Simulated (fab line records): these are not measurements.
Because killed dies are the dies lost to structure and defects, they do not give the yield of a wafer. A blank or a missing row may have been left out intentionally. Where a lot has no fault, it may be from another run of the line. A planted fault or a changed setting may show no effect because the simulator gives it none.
fab line records	flow n5_finfet
record lots=6	wafers=18	last_day=16
route steps=1938 shown FIN_SAQP@102 BEOL_M4@1111
lots that met no fault: taken from a fault-free run of the same line
start_h: hours from the record's first day to the start of the lot's first wafer shown	wait_h: time in hours since the lot's previous step	" same as the row above	L1.1+2: several wafers, shown together as one row	- no value, or no start given	* or withheld: withheld	< > ~ a bound
route shown NAME@n: names a module that has steps shown in the file, with the first one's number in the route	usual: average and standard deviation across the fault-free wafers	same: alike in all rows	chamber/n: place in a boat	sites: readings site by site	_std_site: the values' standard deviation	_edge_site: outer sites' mean less inner sites'	radius_mm: how far each site lies from the wafer's centre	mask NAME#n: copy n	behind: the last tool/chamber to shape the wafer	hold: the reason the lot was held/the length of the hold in hours/how it ended	device: the n, p or np transistor that did not switch	end of line: the route-end tests of the same wafers	a step without rows: its recipe alone	killed: the dies lost at the first sort to structure and to defects; this is not the yield of the wafer	map: shows each die of a wafer: x if killed, . if not, _ if none is there
set.NAME: the setting that was run; set.NAME@STEP: the one run at that earlier step	model.NAME: the simulator's own value behind a step, which no gauge read
lots at some steps of the route; a table a step, a row a wafer
services: when a tool's chamber went out of use (start_h, in hours from the record's first day, below 0 if earlier), for how many hours, and the reason
## steps
# step N5_FIN_SAQP_HM_DEP_72
# recipe material=SiO2	target_thk_a=120	temp_c=400	precursor=SiH4/N2O	pressure_torr=0.75	rf_w=275	time_s=7.2
# usual heater_power_outer_w=449/70	heater_power_w=742/120	showerhead_plenum_p_Torr=8.11/0.12
lot.wafer	tool	chamber	start_h	wait_h	heater_power_outer_w	heater_power_w	showerhead_plenum_p_Torr
L465.1	pecvd-03	0	58.29	0.0	495	840	8.06
L465.3	"	2	"	"	348	573	8.23
L465.6	"	1	"	"	379	606	8.06
L468.2	pecvd-03	1	75.27	0.0	351	548	8.08
L468.3	"	2	"	"	394	637	8.25
L468.4	"	1	"	"	355	547	8.07
L471.2	pecvd-03	1	93.45	0.0	373	601	8.08
L471.5	"	0	"	"	591	956	8.04
L471.6	"	2	"	"	317	531	8.23
L472.1	pecvd-01	0	98.72	0.0	459	777	7.96
L472.4	"	2	"	"	421	669	8.39
L472.6	"	0	"	"	466	785	7.96
L473.2	pecvd-04	0	105.96	0.0	497	886	8.15
L473.3	"	1	"	"	402	715	8.08
L473.6	"	1	"	"	390	732	8.09
L475.2	pecvd-01	0	118.44	0.0	454	779	7.97
L475.4	"	1	"	"	543	837	7.99
L475.6	"	0	"	"	468	787	7.97
# step N5_FIN_SAQP_COAT_49
# recipe resist=SOC	temp_c=250	time_s=60	spin_rpm=1500	resist_thk_nm=100
# step N5_FIN_SAQP_COAT_50
# recipe resist=SiARC	temp_c=220	time_s=60	spin_rpm=1500	resist_thk_nm=35
# step N5_FIN_SAQP_COAT_10
# recipe resist=CAR-ArF	spin_rpm=1500	resist_thk_nm=90
# step N5_FIN_SAQP_EBR_12
# recipe solvent=PGMEA	ebr_width_mm=1.5
# step N5_FIN_SAQP_SOFTBAKE_11
# recipe temp_c=110	time_s=60	resist=CAR-ArF
# step N5_FIN_SAQP_EXPOSE_13
# recipe mask_id=FIN_CORE	na=1.35	source_shape=dipole	sigma_inner=0.538	sigma_outer=0.738	polarization=te	target_cd_nm=35.6	dose_mj=63.25
# step N5_FIN_SAQP_PEB_14
# recipe peb_temp_c=withheld	peb_time_s=60	resist=CAR-ArF
# step N5_FIN_SAQP_DEVELOP_15
# recipe develop_time_s=30	developer=TMAH	resist=CAR-ArF	dev_temp_c=23	rinse_liquid=diw	dry=air_spin
# step N5_FIN_SAQP_CD_MEAS_16
# recipe target_cd_nm=35.6	landing_energy_ev=500	detector=se_inlens
# usual cd_nm=35.5/0.33
lot.wafer	tool	chamber	start_h	wait_h	cd_nm
L465.1	cd_sem-02	0	58.61	-	35.3
L465.3	"	0	"	"	35.3
L465.6	"	0	"	"	34.9
L468.2	cd_sem-03	0	75.75	-	36.2
L468.3	"	0	"	"	35.9
L468.4	"	0	"	"	35.8
L471.2	cd_sem-03	0	93.78	-	35.7
L471.5	"	0	"	"	35.2
L471.6	"	0	"	"	35.4
L472.1	cd_sem-03	0	99.17	-	34.8
L472.4	"	0	"	"	35.8
L472.6	"	0	"	"	35.9
L473.2	cd_sem-03	0	106.41	-	35.6
L473.3	"	0	"	"	35.6
L473.6	"	0	"	"	35.1
L475.2	cd_sem-03	0	120.17	-	35.6
L475.4	"	0	"	"	35.6
L475.6	"	0	"	"	35.7
# step N5_FIN_SAQP_OVL_MEAS_17
# recipe points_per_wafer=44
# usual FIN_CORE_OVL=0.3/0.77
lot.wafer	tool	chamber	start_h	wait_h	FIN_CORE_OVL[nm]
L465.1	overlay-01	0	58.65	0.0	1.1
L465.3	"	0	"	"	0.9
L465.6	"	0	"	"	1.6
L468.2	overlay-01	0	75.79	0.0	0.6
L468.3	"	0	"	"	0.6
L468.4	"	0	"	"	1.3
L471.2	overlay-01	0	93.81	0.0	1.0
L471.5	"	0	"	"	0.0
L471.6	"	0	"	"	-0.1
L472.1	overlay-01	0	99.21	0.0	-0.1
L472.4	"	0	"	"	0.0
L472.6	"	0	"	"	-1.1
L473.2	overlay-02	0	106.45	0.0	-1.5
L473.3	"	0	"	"	0.6
L473.6	"	0	"	"	-1.1
L475.2	overlay-01	0	120.21	0.0	0.8
L475.4	"	0	"	"	1.2
L475.6	"	0	"	"	0.3
# step N5_FIN_SAQP_INSPECT_18
# recipe mode=adi	inspect_instrument=brightfield
# usual raw_defect_count=440/110
lot.wafer	tool	chamber	start_h	wait_h	raw_defect_count
L465.1	defect_inspect-01	-	58.68	0.0	541
L465.3	"	-	"	"	514
L465.6	"	-	"	"	646
L468.2	defect_inspect-02	-	75.81	0.0	408
L468.3	"	-	"	"	471
L468.4	"	-	"	"	492
L471.2	defect_inspect-02	-	93.84	0.0	544
L471.5	"	-	"	"	563
L471.6	"	-	"	"	584
L472.1	defect_inspect-01	-	99.23	0.0	374
L472.4	"	-	"	"	439
L472.6	"	-	"	"	252
L473.2	defect_inspect-02	-	106.47	0.0	501
L473.3	"	-	"	"	431
L473.6	"	-	"	"	405
L475.2	defect_inspect-01	-	120.24	0.0	405
L475.4	"	-	"	"	356
L475.6	"	-	"	"	339
# step N5_FIN_SAQP_DESCUM_21
# recipe chemistry=O2	time_s=7.9	source_power_w=50	bias_power_w=20	pressure_mtorr=20	rf_frequency_hz=2.712e+07	temp_c=40	resist=CAR-ArF	o2_flow_sccm=225
# usual drypump_motor_current_A=5.8/0.54	o2_flow_sccm=224.9/0.7	oes_product_au=0.79/0.089	rf_vpp_V=243.6/1.3	showerhead_plenum_p_Torr=2.13/0.072	throttle_valve_pct=20.41/0.22
lot.wafer	tool	chamber	start_h	wait_h	drypump_motor_current_A	o2_flow_sccm	oes_product_au	rf_hours_counter_h	rf_vpp_V	showerhead_plenum_p_Torr	throttle_valve_pct	model.CAR-ArF_of_FIN_SAQP_COAT_10.thk_nm
L465.1	rie_diel-01	2	59.37	0.7	5.2	226.0	0.94	11	244.9	2.21	20.01	83.71
L465.3	"	0	"	"	6.3	224.7	0.82	80	244.9	2.21	20.17	83.17
L465.6	"	2	"	"	5.2	224.8	0.94	-	244.1	2.21	19.99	83.21
L468.2	rie_diel-03	2	76.23	0.4	5.0	225.0	0.88	39	244.6	2.15	20.69	83.4
L468.3	"	1	"	"	5.5	225.1	0.74	149	242.9	2.18	20.44	83.61
L468.4	"	1	"	"	5.5	224.9	0.75	-	244.4	2.18	20.42	83.29
L471.2	rie_diel-03	3	93.87	0.0	6.0	226.1	0.84	74	242.7	2.05	20.54	83.98
L471.5	"	0	"	"	5.2	225.9	0.98	-	243.6	2.13	20.04	83.34
L471.6	"	1	"	"	5.5	224.1	0.74	-	243.3	2.18	20.41	83.81
L472.1	rie_diel-01	2	99.37	0.1	5.2	225.3	0.90	26	245.7	2.20	20.00	83.14
L472.4	"	1	"	"	5.8	225.2	0.68	223	241.6	1.97	20.17	83.11
L472.6	"	0	"	"	6.3	225.1	0.80	-	244.1	2.20	20.21	83.28
L473.2	rie_diel-03	0	106.51	0.0	5.2	224.2	0.95	8	244.8	2.12	20.05	83.67
L473.3	"	2	"	"	5.0	224.5	0.85	50	244.5	2.15	20.69	83.09
L473.6	"	0	"	"	5.2	224.9	0.95	-	244.2	2.13	20.05	83.93
L475.2	rie_diel-06	3	120.27	0.0	5.4	224.4	0.68	246	240.4	1.99	20.71	83.58
L475.4	"	1	"	"	6.6	224.9	0.74	181	244.5	2.19	20.53	83.48
L475.6	"	0	"	"	5.7	224.8	0.73	-	244.8	2.17	20.48	83.71
# step N5_FIN_SAQP_ETCH_51
# recipe chemistry=CF4	target=SiARC	target_depth_a=455	mask_material=CAR-ArF	time_s=75.8	ion_energy_ev=80	pressure_mtorr=40	source_w=545	bias_w=36	Ar_flow_sccm=100	cf4_flow_sccm=100	ends=cleared
# usual drypump_motor_current_A=5.8/0.54	etch_rf_on_time_s=75.0/2.1	oes_product_au=0.67/0.076	rf_vpp_V=184.4/1.2	showerhead_plenum_p_Torr=2.18/0.072	throttle_valve_pct=15.58/0.17
lot.wafer	tool	chamber	start_h	wait_h	drypump_motor_current_A	etch_rf_on_time_s	oes_product_au	rf_hours_counter_h	rf_vpp_V	showerhead_plenum_p_Torr	throttle_valve_pct	model.CAR-ArF_of_FIN_SAQP_COAT_10.thk_nm
L465.1	rie_diel-01	2	59.41	0.0	5.2	71.6	0.82	11	185.7	2.28	15.32	51.19
L465.3	"	0	"	"	6.3	77.3	0.68	80	184.9	2.24	15.38	50.59
L465.6	"	2	"	"	5.2	71.1	0.83	-	185.9	2.28	15.31	50.63
L468.2	rie_diel-03	2	76.26	0.0	5.0	73.4	0.74	39	186.4	2.19	15.75	50.78
L468.3	"	1	"	"	5.5	72.0	0.65	149	186.8	2.22	15.61	51.15
L468.4	"	1	"	"	5.5	72.2	0.65	-	184.1	2.22	15.61	50.67
L471.2	rie_diel-03	3	93.91	0.0	6.0	73.8	0.72	74	183.0	2.08	15.56	51.36
L471.5	"	0	"	"	5.2	76.5	0.83	-	185.0	2.18	15.22	50.72
L471.6	"	1	"	"	5.5	73.6	0.64	-	184.5	2.22	15.60	51.16
L472.1	rie_diel-01	2	99.40	0.0	5.2	72.2	0.78	26	185.3	2.28	15.34	50.52
L472.4	"	1	"	"	5.8	75.2	0.59	223	182.5	2.05	15.61	50.38
L472.6	"	0	"	"	6.3	77.9	0.66	-	184.2	2.24	15.41	50.66
L473.2	rie_diel-03	0	106.54	0.0	5.2	77.3	0.81	8	184.8	2.18	15.23	50.96
L473.3	"	2	"	"	5.0	74.9	0.73	50	184.7	2.19	15.76	50.34
L473.6	"	0	"	"	5.2	77.2	0.80	-	183.5	2.18	15.24	51.24
L475.2	rie_diel-06	3	120.31	0.0	5.4	77.8	0.59	246	185.0	2.02	15.84	50.94
L475.4	"	1	"	"	6.6	74.8	0.63	181	183.0	2.21	15.60	50.78
L475.6	"	0	"	"	5.7	75.5	0.61	-	184.7	2.22	15.64	51.14
# step N5_FIN_SAQP_ETCH_52
# recipe chemistry=N2/H2	target=SOC	target_depth_a=1000	overetch_a=200	mask_material=SiARC	temp_c=40	time_s=150	ion_energy_ev=200	pressure_mtorr=30	source_w=840	bias_w=150	n2_flow_sccm=200	h2_flow_sccm=200	ends=end_point
# usual drypump_motor_current_A=5.8/0.54	h2_flow_sccm=199.9/0.64	oes_product_au=0.70/0.074	rf_vpp_V=525.2/2.7	showerhead_plenum_p_Torr=2.59/0.099	throttle_valve_pct=17.78/0.21
lot.wafer	tool	chamber	start_h	wait_h	drypump_motor_current_A	h2_flow_sccm	oes_product_au	rf_hours_counter_h	rf_vpp_V	showerhead_plenum_p_Torr	throttle_valve_pct
L465.1	rie_diel-01	2	59.46	0.0	5.2	199.7	0.83	11	528.3	2.73	17.65
L465.3	"	0	"	"	6.3	199.6	0.72	80	528.0	2.68	17.54
L465.6	"	2	"	"	5.2	199.6	0.82	-	529.4	2.73	17.64
L468.2	rie_diel-03	2	76.32	0.0	5.0	200.1	0.77	39	525.9	2.60	18.13
L468.3	"	1	"	"	5.5	199.0	0.67	149	525.7	2.64	17.82
L468.4	"	1	"	"	5.4	199.4	0.67	-	527.8	2.65	17.81
L471.2	rie_diel-03	3	93.96	0.0	6.0	198.4	0.74	74	521.2	2.45	17.58
L471.5	"	0	"	"	5.2	200.4	0.87	-	526.6	2.60	17.51
L471.6	"	1	"	"	5.5	201.2	0.66	-	529.3	2.64	17.84
L472.1	rie_diel-01	2	99.46	0.0	5.3	199.8	0.80	26	527.0	2.73	17.68
L472.4	"	1	"	"	5.8	200.3	0.61	223	519.7	2.39	17.48
L472.6	"	0	"	"	6.2	199.7	0.71	-	527.6	2.67	17.55
L473.2	rie_diel-03	0	106.60	0.0	5.2	198.2	0.85	9	525.2	2.60	17.50
L473.3	"	2	"	"	5.0	199.8	0.76	50	525.6	2.60	18.15
L473.6	"	0	"	"	5.2	199.4	0.85	-	525.1	2.60	17.48
L475.2	rie_diel-06	3	120.36	0.0	5.4	200.4	0.62	246	521.6	2.39	17.96
L475.4	"	1	"	"	6.6	201.0	0.67	181	525.7	2.63	17.72
L475.6	"	0	"	"	5.7	199.5	0.64	-	525.8	2.63	17.85
# step N5_BEOL_M4_RC_MEAS_101
# usual DIBL_N=35.7/1.5	DIBL_P=35.7/2	IOFF_N=0.155/0.026	IOFF_P=0.20/0.031	ION_N=675/11	ION_P=462/7.1	SS_N=71.3/0.57	SS_P=73.1/0.56	VT_N=250/3	VT_P=-251/3
lot.wafer	tool	chamber	start_h	wait_h	DIBL_N[mV/V]	DIBL_P[mV/V]	IOFF_N[nA/um]	IOFF_P[nA/um]	ION_N[uA/um]	ION_P[uA/um]	SS_N[mV/dec]	SS_P[mV/dec]	VT_N[mV]	VT_P[mV]
L465.1	prober-01	0	216.55	0.0	33.7	34.7	0.141	0.18	675	470	70.6	72.7	249	-249
L465.3	"	0	"	"	34.7	35.8	0.143	0.20	664	460	71.1	73.6	249	-249
L465.6	"	0	"	"	32.6	33.5	0.121	0.17	680	472	70.2	72.5	251	-251
L468.2	prober-01	0	224.79	0.2	35.0	34.1	0.126	0.16	673	459	70.8	72.6	252	-257
L468.3	"	0	"	"	36.4	34.8	0.162	0.18	666	448	71.4	73.7	251	-254
L468.4	"	0	"	"	36.8	35.1	0.168	0.18	688	460	71.4	72.8	249	-255
L471.2	prober-01	0	253.04	0.2	34.4	34.6	0.141	0.20	663	458	71.4	72.4	251	-249
L471.5	"	0	"	"	36.3	37.5	0.201	0.26	705	483	71.1	73.9	244	-247
L471.6	"	0	"	"	35.1	35.7	0.160	0.21	674	461	71.1	72.9	247	-247
L472.1	prober-02	0	255.81	0.0	37.1	37.3	0.178	0.22	680	463	71.2	72.8	250	-251
L472.4	"	0	"	"	37.3	36.9	0.163	0.21	667	460	72.1	73.0	251	-252
L472.6	"	0	"	"	37.5	37.2	0.184	0.21	684	460	71.9	73.3	248	-253
L473.2	prober-02	0	267.79	0.2	36.0	36.6	0.160	0.20	685	466	71.1	72.7	250	-255
L473.3	"	0	"	"	36.8	38.3	0.181	0.24	685	469	71.4	73.9	247	-249
L473.6	"	0	"	"	36.5	37.4	0.172	0.21	683	464	71.3	73.3	247	-251
L475.2	prober-01	0	277.89	0.2	39.6	39.1	0.210	0.26	682	469	72.1	75.0	248	-248
L475.4	"	0	"	"	37.9	36.8	0.171	0.22	675	469	72.6	73.8	246	-250
L475.6	"	0	"	"	35.7	34.8	0.146	0.19	683	464	72.1	72.7	250	-252
## services
tool	chamber	start_h	hours	kind
pecvd-01	-	46.77	0.6	repair
rie_diel-03	0	59.05	-	clean
rie_diel-03	0	59.05	-	consumable_replace:focus_ring
rie_diel-03	0	59.05	20.3	scheduled_down
rie_diel-03	0	59.05	20.3	vent_cycle
pecvd-03	0	65.04	5.5	scheduled_down
rie_diel-01	1	66.24	16.2	repair
pecvd-03	0	71.67	5.5	scheduled_down
pecvd-01	1	77.92	5.5	scheduled_down
pecvd-01	1	83.71	2.1	scheduled_down
rie_diel-06	0	95.43	9.2	repair
rie_diel-01	0	107.19	29.5	repair
## key
first_sign none at tools or gauges
model_effect step=N5_FIN_SAQP_DESCUM_21	value=CAR-ArF_of_FIN_SAQP_COAT_10.thk_nm	without=83.26	struck=83.85
model_effect step=N5_FIN_SAQP_ETCH_51	value=CAR-ArF_of_FIN_SAQP_COAT_10.thk_nm	without=50.59	struck=51.18
met_at N5_FIN_SAQP_DESCUM_21
struck_wafers L471.2,L471.6,L473.2,L473.6
onset_between 76.23 93.87
fault kind=process_parameter_drift	tool=rie_diel-03	chamber=-	onset_h=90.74	steps=N5_FIN_SAQP_DESCUM_21	channel=time_s	offset=*	shape=step	end_h=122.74	scope=struck_wafers_only	acts_in=*	stated=*
